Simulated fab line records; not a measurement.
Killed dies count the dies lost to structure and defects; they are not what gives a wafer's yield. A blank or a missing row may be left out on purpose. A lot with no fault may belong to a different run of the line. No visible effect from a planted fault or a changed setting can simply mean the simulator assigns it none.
fab line records | flow n5Finfet
[record] lots = 6 | wafers = 18 | lastDay = 18
route steps=1938 shown HKMG_FIN@423 BEOL_M4@1111 PASSIVATION@1936
lots untouched by any fault: they come from a run of this same line in which no faults occurred
startH: start of the lot's first displayed wafer, in hours after the record's first day | waitH: time in hours since the lot's previous step | " repeats the value in the row above | L1.1+2: one row covering several wafers at once | - no value present, or no start provided | * or withheld: withheld | < > ~ a bound
route shown NAME@n: names a module that has steps shown in the file, with the first one's number in the route | usual: mean/standard deviation taken from wafers without a fault | same: alike in all rows | chamber/n: place in a boat | sites: each site's reading | _std_site: their standard deviation | _edge_site: outer sites' mean less inner sites' | radiusMm: for every site, how far away it sits from the centre of the wafer | mask NAME#n: copy n | behind: tool/chamber where the wafer was last shaped | hold: what put the lot on hold/how long, in hours/how the hold closed | device: whichever transistor did not switch (one of n, p or np) | end of line: the route-end tests of the same wafers | where a step has no rows: the recipe by itself | killed: dies that structure and defects cost at the first sort, which is not the same as the wafer's yield | map: the dies of a wafer, with x for killed, . for not killed, _ for no die there
set.NAME: the setting that was run; set.NAME@STEP: the one run at that earlier step | model.NAME: the simulator's own value behind a step, which no gauge read
lots at some steps of the route; a table a step, a row a wafer
services: when a tool's chamber went out of use (startH, in hours from the record's first day, below 0 if earlier), for how many hours, and the reason
[[steps]]
[step N5_HKMG_FIN_COAT_30]
[recipe] resist = SiARC | tempC = 220 | timeS = 60 | spinRpm = 1500 | resistThkNm = 35
[step N5_HKMG_FIN_COAT_06]
[recipe] resist = CAR-ArF | spinRpm = 1500 | resistThkNm = 90
[step N5_HKMG_FIN_EBR_08]
[recipe] solvent = PGMEA | ebrWidthMm = 1.5
[step N5_HKMG_FIN_SOFTBAKE_07]
[recipe] tempC = 110 | timeS = 60 | resist = CAR-ArF
[step N5_HKMG_FIN_EXPOSE_09]
[recipe] maskId = NWFM | na = 1.35 | sourceShape = conventional | sigmaOuter = 0.8 | polarization = unpolarized | doseMj = 39.25
[step N5_HKMG_FIN_PEB_10]
[recipe] pebTempC = withheld | pebTimeS = 60 | resist = CAR-ArF
[step N5_HKMG_FIN_DEVELOP_11]
[recipe] developTimeS = 30 | developer = TMAH | resist = CAR-ArF | devTempC = 23 | rinseLiquid = diw | dry = airSpin
[step N5_HKMG_FIN_CD_MEAS_12]
[recipe] targetCdNm = 92.8 | landingEnergyEv = 500 | detector = seInlens
[usual] cdNm = 93.2/0.6
lot.wafer | tool     | chamber | startH | waitH | cdNm
L860.2    | cdSem-02 | 0       | 98.93  | -     | 93.3
L860.3    | "        | 0       | "      | "     | 93.9
L860.5    | "        | 0       | "      | "     | 94.3
L861.1    | cdSem-02 | 0       | 99.94  | -     | 93.9
L861.3    | "        | 0       | "      | "     | 93.3
L861.6    | "        | 0       | "      | "     | 93.5
L870.1    | cdSem-01 | 0       | 155.41 | -     | 94.3
L870.3    | "        | 0       | "      | "     | 93.6
L870.4    | "        | 0       | "      | "     | 93.8
L872.1    | cdSem-02 | 0       | 170.23 | -     | 92.6
L872.5    | "        | 0       | "      | "     | 92.3
L872.6    | "        | 0       | "      | "     | 92.7
L875.1    | cdSem-01 | 0       | 181.33 | -     | 94.1
L875.3    | "        | 0       | "      | "     | 93.5
L875.4    | "        | 0       | "      | "     | 93.9
L878.1    | cdSem-02 | 0       | 200.69 | -     | 93.2
L878.2    | "        | 0       | "      | "     | 93.9
L878.5    | "        | 0       | "      | "     | 92.5
[step N5_HKMG_FIN_OVL_MEAS_13]
[recipe] pointsPerWafer = 44
[usual] NWFM_OVL = 0.2/0.9
lot.wafer | tool       | chamber | startH | waitH | NWFM_OVL[nm]
L860.2    | overlay-01 | 0       | 98.96  | 0.0   | 1.8
L860.3    | "          | 0       | "      | "     | 0.5
L860.5    | "          | 0       | "      | "     | 1.0
L861.1    | overlay-01 | 0       | 99.98  | 0.0   | 0.3
L861.3    | "          | 0       | "      | "     | 0.4
L861.6    | "          | 0       | "      | "     | -1.3
L870.1    | overlay-02 | 0       | 155.44 | 0.0   | -0.5
L870.3    | "          | 0       | "      | "     | 0.8
L870.4    | "          | 0       | "      | "     | 1.0
L872.1    | overlay-02 | 0       | 170.26 | 0.0   | 0.3
L872.5    | "          | 0       | "      | "     | 0.4
L872.6    | "          | 0       | "      | "     | 1.1
L875.1    | overlay-01 | 0       | 181.36 | 0.0   | -0.1
L875.3    | "          | 0       | "      | "     | 0.3
L875.4    | "          | 0       | "      | "     | -0.1
L878.1    | overlay-02 | 0       | 200.72 | 0.0   | 0.6
L878.2    | "          | 0       | "      | "     | -0.7
L878.5    | "          | 0       | "      | "     | 0.3
[step N5_HKMG_FIN_INSPECT_14]
[recipe] mode = adi | inspectInstrument = macro
[usual] rawDefectCount = 1.9/1.5
lot.wafer | tool             | chamber | startH | waitH | rawDefectCount
L860.2    | defectInspect-02 | -       | 98.99  | 0.0   | 0
L860.3    | "                | -       | "      | "     | 3
L860.5    | "                | -       | "      | "     | 3
L861.1    | defectInspect-02 | -       | 100.00 | 0.0   | 3
L861.3    | "                | -       | "      | "     | 4
L861.6    | "                | -       | "      | "     | 0
L870.1    | defectInspect-02 | -       | 155.47 | 0.0   | 2
L870.3    | "                | -       | "      | "     | 3
L870.4    | "                | -       | "      | "     | 1
L872.1    | defectInspect-01 | -       | 170.28 | 0.0   | 1
L872.5    | "                | -       | "      | "     | 5
L872.6    | "                | -       | "      | "     | 2
L875.1    | defectInspect-01 | -       | 181.39 | 0.0   | 2
L875.3    | "                | -       | "      | "     | 0
L875.4    | "                | -       | "      | "     | 2
L878.1    | defectInspect-01 | -       | 200.75 | 0.0   | 5
L878.2    | "                | -       | "      | "     | 3
L878.5    | "                | -       | "      | "     | 2
[step N5_HKMG_FIN_DESCUM_17]
[recipe] chemistry = O2 | timeS = 7.9 | sourcePowerW = 50 | biasPowerW = 20 | pressureMtorr = 20 | rfFrequencyHz = 2.712e+07 | tempC = 40 | resist = CAR-ArF | o2FlowSccm = 225
[usual] drypumpMotorCurrentA = 6.0/0.35 | oesProductAu = 0.79/0.083 | rfVppV = 243.6/1.2 | showerheadPlenumPTorr = 2.12/0.067 | throttleValvePct = 20.39/0.15
lot.wafer | tool       | chamber | startH | waitH | drypumpMotorCurrentA | oesProductAu | rfHoursCounterH | rfVppV | showerheadPlenumPTorr | throttleValvePct
L860.2    | rieDiel-03 | 2       | 99.02  | 0.0   | 6.0                  | 0.76         | 151             | 246.4  | 2.19                  | 20.23
L860.3    | "          | 3       | "      | "     | 6.1                  | 0.88         | 43              | 243.6  | 2.23                  | 20.08
L860.5    | "          | 2       | "      | "     | 6.0                  | 0.76         | -               | 245.2  | 2.19                  | 20.25
L861.1    | rieDiel-02 | 0       | 100.03 | 0.0   | 5.8                  | 0.74         | 192             | 243.0  | 2.06                  | 20.47
L861.3    | "          | 3       | "      | "     | 6.3                  | 0.73         | 157             | 244.8  | 2.11                  | 20.26
L861.6    | "          | 3       | "      | "     | 6.3                  | 0.73         | -               | 244.3  | 2.11                  | 20.27
L870.1    | rieDiel-03 | 3       | 155.99 | 0.5   | 6.1                  | 0.85         | 67              | 245.6  | 2.22                  | 20.12
L870.3    | "          | 1       | "      | "     | 6.1                  | 0.94         | 4               | 243.6  | 2.16                  | 20.43
L870.4    | "          | 0       | "      | "     | 6.3                  | 0.76         | 161             | 243.1  | 2.18                  | 20.48
L872.1    | rieDiel-03 | 1       | 170.32 | 0.0   | 6.1                  | 0.92         | 7               | 245.0  | 2.16                  | 20.44
L872.5    | "          | 2       | "      | "     | 6.0                  | 0.73         | -               | 244.6  | 2.18                  | 20.28
L872.6    | "          | 3       | "      | "     | 6.1                  | 0.84         | -               | 243.4  | 2.22                  | 20.14
L875.1    | rieDiel-02 | 3       | 181.52 | 0.1   | 6.3                  | 0.71         | 187             | 243.2  | 2.10                  | 20.32
L875.3    | "          | 0       | "      | "     | 5.9                  | 0.72         | 222             | 243.7  | 2.05                  | 20.54
L875.4    | "          | 2       | "      | "     | 5.7                  | 0.70         | 184             | 245.1  | 2.17                  | 20.58
L878.1    | rieDiel-02 | 2       | 200.78 | 0.0   | 5.7                  | 0.69         | 191             | 243.9  | 2.16                  | 20.61
L878.2    | "          | 0       | "      | "     | 5.8                  | 0.71         | 229             | 242.8  | 2.05                  | 20.55
L878.5    | "          | 0       | "      | "     | 5.8                  | 0.71         | -               | 243.2  | 2.05                  | 20.56
[step N5_HKMG_FIN_ETCH_31]
[recipe] chemistry = CF4 | target = SiARC | targetDepthA = 455 | maskMaterial = CAR-ArF | timeS = 75.8 | ionEnergyEv = 80 | pressureMtorr = 40 | sourceW = 545 | biasW = 36 | Ar_flow_sccm = 100 | cf4FlowSccm = 100 | ends = cleared
[usual] biasW = 36.01/0.12 | drypumpMotorCurrentA = 6.0/0.35 | etchRfOnTimeS = 75.8/1.6 | oesProductAu = 0.67/0.07 | rfVppV = 184.5/1.1 | showerheadPlenumPTorr = 2.17/0.062 | throttleValvePct = 15.55/0.21
lot.wafer | tool       | chamber | startH | waitH | biasW | drypumpMotorCurrentA | etchRfOnTimeS | oesProductAu | rfHoursCounterH | rfVppV | showerheadPlenumPTorr | throttleValvePct
L860.2    | rieDiel-03 | 2       | 99.05  | 0.0   | 35.82 | 6.0                  | 76.8          | 0.64         | 151             | 184.7  | 2.22                  | 15.44
L860.3    | "          | 3       | "      | "     | 36.13 | 6.1                  | 74.7          | 0.75         | 43              | 186.4  | 2.26                  | 15.21
L860.5    | "          | 2       | "      | "     | 36.04 | 6.0                  | 77.0          | 0.64         | -               | 183.7  | 2.22                  | 15.41
L861.1    | rieDiel-02 | 0       | 100.07 | 0.0   | 35.88 | 5.8                  | 76.0          | 0.63         | 192             | 184.3  | 2.13                  | 15.85
L861.3    | "          | 3       | "      | "     | 36.02 | 6.3                  | 73.7          | 0.65         | 157             | 184.3  | 2.14                  | 15.34
L861.6    | "          | 3       | "      | "     | 36.20 | 6.2                  | 73.7          | 0.64         | -               | 185.4  | 2.14                  | 15.33
L870.1    | rieDiel-03 | 3       | 156.03 | 0.0   | 35.94 | 6.1                  | 75.1          | 0.73         | 67              | 184.6  | 2.26                  | 15.23
L870.3    | "          | 1       | "      | "     | 35.74 | 6.1                  | 79.0          | 0.79         | 4               | 185.8  | 2.19                  | 15.36
L870.4    | "          | 0       | "      | "     | 35.93 | 6.3                  | 74.7          | 0.65         | 161             | 185.4  | 2.23                  | 15.66
L872.1    | rieDiel-03 | 1       | 170.35 | 0.0   | 35.95 | 6.1                  | 78.4          | 0.77         | 7               | 184.0  | 2.19                  | 15.38
L872.5    | "          | 2       | "      | "     | 36.00 | 6.0                  | 77.0          | 0.63         | -               | 185.2  | 2.22                  | 15.48
L872.6    | "          | 3       | "      | "     | 36.03 | 6.1                  | 74.5          | 0.71         | -               | 185.2  | 2.25                  | 15.23
L875.1    | rieDiel-02 | 3       | 181.56 | 0.0   | 35.95 | 6.3                  | 74.6          | 0.62         | 187             | 183.8  | 2.13                  | 15.38
L875.3    | "          | 0       | "      | "     | 36.23 | 5.8                  | 77.0          | 0.61         | 222             | 184.4  | 2.12                  | 15.92
L875.4    | "          | 2       | "      | "     | 36.08 | 5.7                  | 77.5          | 0.60         | 184             | 186.2  | 2.21                  | 15.73
L878.1    | rieDiel-02 | 2       | 200.82 | 0.0   | 35.90 | 5.7                  | 78.0          | 0.59         | 191             | 183.0  | 2.21                  | 15.75
L878.2    | "          | 0       | "      | "     | 36.18 | 5.8                  | 77.8          | 0.60         | 229             | 185.1  | 2.12                  | 15.92
L878.5    | "          | 0       | "      | "     | 35.89 | 5.8                  | 77.0          | 0.61         | -               | 183.4  | 2.12                  | 15.92
[step N5_HKMG_FIN_ETCH_32]
[recipe] chemistry = N2/H2 | target = SOC | targetDepthA = 2400 | tempC = 40 | timeS = 300 | ionEnergyEv = 200 | maskMaterial = SiARC | pressureMtorr = 30 | sourceW = 840 | biasW = 150 | n2FlowSccm = 200 | h2FlowSccm = 200
[usual] biasW = 150.0/0.42 | drypumpMotorCurrentA = 6.0/0.35 | oesProductAu = 0.79/0.08 | rfVppV = 524.7/2.3 | showerheadPlenumPTorr = 2.57/0.078 | throttleValvePct = 17.80/0.24
lot.wafer | tool       | chamber | startH | waitH | biasW | drypumpMotorCurrentA | oesProductAu | rfHoursCounterH | rfVppV | showerheadPlenumPTorr | throttleValvePct | model.SiARC_of_HKMG_FIN_COAT_30.thkNm
L860.2    | rieDiel-03 | 2       | 99.11  | 0.0   | 149.8 | 6.0                  | 0.76         | 152             | 526.4  | 2.65                  | 17.64            | 20.8
L860.3    | "          | 3       | "      | "     | 150.4 | 6.1                  | 0.88         | 43              | 527.8  | 2.70                  | 17.38            | 21.4
L860.5    | "          | 2       | "      | "     | 149.5 | 6.0                  | 0.75         | -               | 527.0  | 2.65                  | 17.63            | 20.8
L861.1    | rieDiel-02 | 0       | 100.12 | 0.0   | 150.1 | 5.8                  | 0.74         | 192             | 523.3  | 2.51                  | 17.96            | 21
L861.3    | "          | 3       | "      | "     | 150.4 | 6.3                  | 0.76         | 157             | 524.1  | 2.54                  | 17.53            | 20.8
L861.6    | "          | 3       | "      | "     | 149.8 | 6.3                  | 0.76         | -               | 523.9  | 2.54                  | 17.54            | 21
L870.1    | rieDiel-03 | 3       | 156.08 | 0.0   | 149.6 | 6.1                  | 0.84         | 67              | 528.1  | 2.69                  | 17.43            | 21.8
L870.3    | "          | 1       | "      | "     | 155.6 | 6.1                  | 0.93         | 4               | 537.6  | 2.59                  | 17.64            | 21.2
L870.4    | "          | 0       | "      | "     | 151.2 | 6.3                  | 0.76         | 161             | 525.9  | 2.65                  | 18.02            | 21.6
L872.1    | rieDiel-03 | 1       | 170.41 | 0.0   | 155.7 | 6.1                  | 0.92         | 8               | 538.0  | 2.59                  | 17.62            | 21
L872.5    | "          | 2       | "      | "     | 149.9 | 6.0                  | 0.73         | -               | 527.1  | 2.64                  | 17.66            | 20.8
L872.6    | "          | 3       | "      | "     | 149.7 | 6.1                  | 0.84         | -               | 528.8  | 2.69                  | 17.45            | 21.6
L875.1    | rieDiel-02 | 3       | 181.61 | 0.0   | 150.2 | 6.3                  | 0.73         | 187             | 524.3  | 2.52                  | 17.58            | 21.2
L875.3    | "          | 0       | "      | "     | 149.8 | 5.8                  | 0.72         | 222             | 522.4  | 2.50                  | 17.98            | 21.2
L875.4    | "          | 2       | "      | "     | 149.7 | 5.7                  | 0.69         | 184             | 525.1  | 2.64                  | 18.13            | 22.2
L878.1    | rieDiel-02 | 2       | 200.87 | 0.0   | 150.6 | 5.7                  | 0.70         | 191             | 527.0  | 2.63                  | 18.14            | 21.8
L878.2    | "          | 0       | "      | "     | 149.8 | 5.8                  | 0.72         | 229             | 522.6  | 2.50                  | 18.02            | 21.2
L878.5    | "          | 0       | "      | "     | 149.8 | 5.8                  | 0.71         | -               | 522.4  | 2.50                  | 18.01            | 21.2
[step N5_HKMG_FIN_STRIP_33]
[recipe] chemistry = N2/H2 | tempC = 40 | n2FlowSccm = 200 | h2FlowSccm = 200 | rfFrequencyHz = 6e+07
[step N5_BEOL_M4_RC_MEAS_101]
[usual] DIBL_N = 36.1/1.9 | DIBL_P = 36.4/2.5 | IOFF_N = 0.16/0.036 | IOFF_P = 0.22/0.038 | ION_N = 672/11 | ION_P = 462/8 | SS_N = 71.6/0.68 | SS_P = 73.3/0.77 | VT_N = 250/3.3 | VT_P = -250/3.6
lot.wafer | tool      | chamber | startH | waitH | DIBL_N[mV/V] | DIBL_P[mV/V] | IOFF_N[nA/um] | IOFF_P[nA/um] | ION_N[uA/um] | ION_P[uA/um] | SS_N[mV/dec] | SS_P[mV/dec] | VT_N[mV] | VT_P[mV]
L860.2    | prober-01 | 0       | 199.64 | 0.2   | 35.1         | 35.5         | 0.15          | 0.21          | 670          | 458          | 71.1         | 73.2         | 250      | -251
L860.3    | "         | 0       | "      | "     | 39.1         | 37.2         | 0.25          | 0.24          | 671          | 456          | 73.8         | 73.7         | 248      | -248
L860.5    | "         | 0       | "      | "     | 36.3         | 37.0         | 0.17          | 0.24          | 679          | 466          | 71.1         | 73.3         | 253      | -247
L861.1    | prober-01 | 0       | 204.46 | 0.0   | 41.2         | 42.5         | 0.26          | 0.29          | 698          | 471          | 72.0         | 74.4         | 243      | -246
L861.3    | "         | 0       | "      | "     | 35.6         | 36.8         | 0.14          | 0.20          | 668          | 460          | 71.4         | 73.2         | 251      | -251
L861.6    | "         | 0       | "      | "     | 38.3         | 40.3         | 0.20          | 0.25          | 693          | 470          | 71.6         | 74.2         | 245      | -249
L870.1    | prober-01 | 0       | 279.22 | 0.0   | 33.3         | 33.7         | 0.11          | 0.16          | 649          | 450          | 71.3         | 73.7         | 258      | -255
L870.3    | "         | 0       | "      | "     | 32.2         | 32.4         | 0.10          | 0.15          | 654          | 450          | 70.5         | 73.3         | 258      | -257
L870.4    | "         | 0       | "      | "     | 36.7         | 38.6         | 0.17          | 0.25          | 683          | 465          | 72.2         | 74.3         | 252      | -249
L872.1    | prober-01 | 0       | 287.96 | 0.0   | 35.1         | 32.7         | 0.13          | 0.21          | 666          | 466          | 71.3         | 73.1         | 254      | -244
L872.5    | "         | 0       | "      | "     | 36.2         | 34.2         | 0.15          | 0.24          | 675          | 471          | 71.0         | 73.6         | 252      | -244
L872.6    | "         | 0       | "      | "     | 35.4         | 32.6         | 0.13          | 0.22          | 657          | 462          | 70.7         | 72.6         | 252      | -245
L875.1    | prober-02 | 0       | 297.29 | 0.0   | 34.5         | 33.8         | 0.13          | 0.18          | 669          | 462          | 70.7         | 72.3         | 249      | -250
L875.3    | "         | 0       | "      | "     | 36.6         | 35.8         | 0.17          | 0.21          | 673          | 462          | 71.9         | 72.7         | 249      | -250
L875.4    | "         | 0       | "      | "     | 37.8         | 37.9         | 0.21          | 0.27          | 691          | 468          | 71.7         | 74.5         | 244      | -248
L878.1    | prober-02 | 0       | 318.90 | 0.0   | 33.6         | 31.9         | 0.10          | 0.16          | 658          | 452          | 70.8         | 72.6         | 258      | -251
L878.2    | "         | 0       | "      | "     | 32.7         | 30.5         | 0.10          | 0.15          | 667          | 464          | 70.1         | 71.8         | 254      | -253
L878.5    | "         | 0       | "      | "     | 34.7         | 33.0         | 0.12          | 0.18          | 683          | 468          | 70.7         | 72.7         | 251      | -253
[step N5_PASSIVATION_PROBE_49]
[usual] defectLimitedYield = 91.2/1.4 | killed_at_M0_to_M3 = 34/11 | killed_at_M4_up = 14/6.3 | killedAtContacts = 13/7.4 | killedAtFrontEnd = 38/11 | killedAtOther = 4.3/2.9 | killedDies = 103/17 | killedOpen = 68/12 | killedShort = 34/8 | sort_bin_4_leakage = 0.00/0.027 | sort_bin_5_function = 5.1/0.9 | sort_bin_6_memory = 3.3/0.66 | sortNPass = 1077/17 | sortYieldPct = 91.2/1.4
[same] grossDies = 1180 | killedAtBackSide = 0 | sort_bin_8_speed[%] = 0
lot.wafer | tool      | chamber | startH | waitH | defectLimitedYield[%] | killed_at_M0_to_M3 | killed_at_M4_up | killedAtContacts | killedAtFrontEnd | killedAtOther | killedDies | killedOpen | killedShort | sort_bin_4_leakage[%] | sort_bin_5_function[%] | sort_bin_6_memory[%] | sortNPass | sortYieldPct[%]
L870.1    | prober-02 | -       | 382.95 | 0.0   | 92.3                  | 32                 | 8               | 15               | 31               | 5             | 91         | 58         | 33          | 0                     | 4.6                    | 2.9                  | 1089      | 92.3
L870.3    | prober-02 | -       | 383.05 | 0.1   | 93.3                  | 24                 | 13              | 13               | 22               | 7             | 79         | 48         | 26          | 0                     | 4.5                    | 1.9                  | 1101      | 93.3
L872.1    | prober-01 | -       | 397.68 | 0.0   | 92.1                  | 30                 | 14              | 0                | 45               | 4             | 93         | 60         | 29          | 0                     | 4.4                    | 2.9                  | 1087      | 92.1
L872.5    | prober-01 | -       | 397.88 | 0.2   | 91.3                  | 33                 | 17              | 8                | 40               | 5             | 103        | 73         | 25          | 0                     | 5.6                    | 2.9                  | 1077      | 91.3
L872.6    | prober-01 | -       | 397.93 | 0.3   | 93.8                  | 19                 | 11              | 4                | 36               | 3             | 73         | 38         | 30          | 0                     | 3.3                    | 2.4                  | 1107      | 93.8
L875.1    | prober-01 | -       | 415.52 | 0.0   | 90.4                  | 35                 | 8               | 6                | 53               | 11            | 113        | 64         | 46          | 0                     | 6.2                    | 3.3                  | 1067      | 90.4
L875.3    | prober-01 | -       | 415.62 | 0.1   | 91.9                  | 46                 | 6               | 10               | 33               | 1             | 96         | 64         | 32          | 0                     | 5.3                    | 2.6                  | 1084      | 91.9
L875.4    | prober-01 | -       | 415.67 | 0.2   | 90.2                  | 39                 | 11              | 21               | 41               | 4             | 116        | 76         | 37          | 0                     | 5.6                    | 3.7                  | 1064      | 90.2
// killed by level:class
L870.1 MOL_CONTACT_COAG:geometricParticle:open=13 FIN_SAQP:geometricParticle:short=11 BEOL_M2:geometricParticle:open=11 BEOL_M0_SAQP:geometricParticle:short=7 BEOL_M0_SAQP:geometricParticle:open=6 MIM_TOP_ETCH:geometricParticle:open=5 STI_FIN_REVEAL:geometricParticle:open=4 FIN_SAQP:geometricParticle:open=3
L870.3 MOL_CONTACT_COAG:geometricParticle:open=10 BEOL_M4:geometricParticle:open=8 BEOL_M0_SAQP:geometricParticle:short=8 BEOL_M0_SAQP:geometricParticle:open=8 FIN_SAQP:geometricParticle:short=3 STI_FIN_REVEAL:geometricParticle:open=3 MOL_CONTACT_COAG:geometricParticle:short=3 BEOL_M3:geometricParticle:open=3
L872.1 STI_FIN_REVEAL:geometricParticle:open=20 FIN_SAQP:geometricParticle:short=10 BEOL_M3:geometricParticle:open=8 BEOL_M0:geometricParticle:open=7 BEOL_M0_SAQP:geometricParticle:open=6 BEOL_M0_SAQP:geometricParticle:short=5 FIN_SAQP:geometricParticle:open=4 BEOL_M4:geometricParticle:short=4
L872.5 STI_FIN_REVEAL:geometricParticle:open=17 BEOL_M0_SAQP:geometricParticle:open=12 BEOL_M1:geometricParticle:open=9 BEOL_M4:geometricParticle:open=7 MOL_CONTACT_COAG:geometricParticle:open=6 BEOL_M0_SAQP:geometricParticle:short=6 DUMMY_GATE:geometricParticle:open=4 FIN_SAQP:geometricParticle:short=3
L872.6 FIN_SAQP:geometricParticle:short=12 FIN_SAQP:geometricParticle:open=9 BEOL_M0_SAQP:geometricParticle:short=7 BEOL_M1:geometricParticle:open=6 STARTING-WAFER:geometricParticle:short=5 MOL_CONTACT_COAG:geometricParticle:open=4 STI_FIN_REVEAL:geometricParticle:open=3 DUMMY_GATE:geometricParticle:open=3
L875.1 STI_FIN_REVEAL:geometricParticle:open=13 BEOL_M0_SAQP:geometricParticle:short=8 FIN_SAQP:geometricParticle:open=7 FIN_SAQP:geometricParticle:short=6 BEOL_M2:geometricParticle:open=6 MIM_BOT:geometricParticle:short=6 DUMMY_GATE:geometricParticle:open=5 BEOL_M2:geometricParticle:short=5
L875.3 BEOL_M0_SAQP:geometricParticle:short=16 FIN_SAQP:geometricParticle:open=9 BEOL_M0_SAQP:geometricParticle:open=8 BEOL_M3:geometricParticle:open=8 BEOL_M2:geometricParticle:open=7 DUMMY_GATE:geometricParticle:open=6 MOL_CONTACT_COAG:geometricParticle:open=6 STI_FIN_REVEAL:geometricParticle:open=5
L875.4 MOL_CONTACT_COAG:geometricParticle:open=19 FIN_SAQP:geometricParticle:open=13 BEOL_M0_SAQP:geometricParticle:open=11 FIN_SAQP:geometricParticle:short=9 BEOL_M0_SAQP:geometricParticle:short=7 BEOL_M2:geometricParticle:open=6 BEOL_M2:geometricParticle:short=5 STI_FIN_REVEAL:geometricParticle:open=4
[[services]]
tool       | chamber | startH | hours | kind
rieDiel-02 | -       | 102.21 | 0.1   | repair
rieDiel-03 | 1       | 113.02 | -     | clean
rieDiel-03 | 1       | 113.02 | -     | consumableReplace:focusRing
rieDiel-03 | 1       | 113.02 | 25.9  | scheduledDown
rieDiel-03 | 1       | 113.02 | 25.9  | ventCycle
rieDiel-02 | 1       | 119.55 | 8.1   | repair
rieDiel-03 | 1       | 149.28 | 6.6   | repair
rieDiel-03 | 0       | 194.66 | 6.5   | repair
[[key]]
[firstSign] step = N5_HKMG_FIN_ETCH_32 | reading = biasW | direction = up | sigmas = 14 | usual = * | struck = *
[effect] step = N5_HKMG_FIN_ETCH_32 | reading = rfVppV | direction = up | sigmas = 5.6 | usual = 524.7 | struck = 537.8
[modelEffect] step = N5_HKMG_FIN_ETCH_32 | value = SiARC_of_HKMG_FIN_COAT_30.thkNm | without = 21.7 | struck = 21.1
metAt N5_HKMG_FIN_ETCH_32
struckWafers L870.3,L872.1
[fault] kind = processParameterDrift | tool = rieDiel-03 | chamber = 1 | onsetH = 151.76 | steps = N5_HKMG_FIN_ETCH_32 | channel = biasW | offset = * | shape = step | endH = 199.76 | actsIn = * | stated = *
